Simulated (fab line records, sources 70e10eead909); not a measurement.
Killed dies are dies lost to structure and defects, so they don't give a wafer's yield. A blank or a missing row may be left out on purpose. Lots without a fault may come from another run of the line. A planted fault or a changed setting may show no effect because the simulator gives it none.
Chamber matching | flow nand_harc | NHARC_A_STAIRCASE_DEP_322 on pecvd-03: 3 sister chambers
The step deposits SiO2, target thk 3800 nm. 3 wafers are shown with their chamber, then 9 later ones without.

WAFERS WITH THEIR CHAMBER
wafer  | chamber | heater_power_w (W)
L080.5 | 1       | 648
L089.2 | 2       | 850
L089.4 | 0       | 684

WAFERS WITHOUT THEIR CHAMBER
wafer  | heater_power_w (W)
L092.2 | 707
L092.3 | 803
L092.4 | 682
L094.1 | 749
L094.2 | 872
L094.6 | 634
L096.2 | 806
L096.5 | 691
L096.6 | 644

WHICH CHAMBER EACH WENT THROUGH
wafer  | from the rows above          | in truth
L092.2 | can't be placed: 0 or 1      | 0
L092.3 | 2                            | 2
L092.4 | can't be placed: 0 or 1      | 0
L094.1 | can't be placed: 0 or 1 or 2 | 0
L094.2 | 2                            | 2
L094.6 | can't be placed: 1 or 0      | 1
L096.2 | 2                            | 2
L096.5 | can't be placed: 0 or 1      | 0
L096.6 | can't be placed: 1 or 0      | 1
Placed correctly: 3 of 9. Can't be placed from these rows: 6 (the true chamber is among the candidates in 6). Placed wrongly: 0.
How it was worked out, from the rows above alone: a wafer's distance from a chamber is the root of the sum, over the readings, of the square of ((its reading less the chamber's mean) divided by the reading's scatter). The wafer belongs to the nearest chamber; if the next one is less than 2 further off, it can't be placed. A chamber's mean is the mean of its shown wafers. The scatter: with one shown wafer a chamber, the root of the mean of the squares of how far each hidden wafer lies from its nearest shown one.
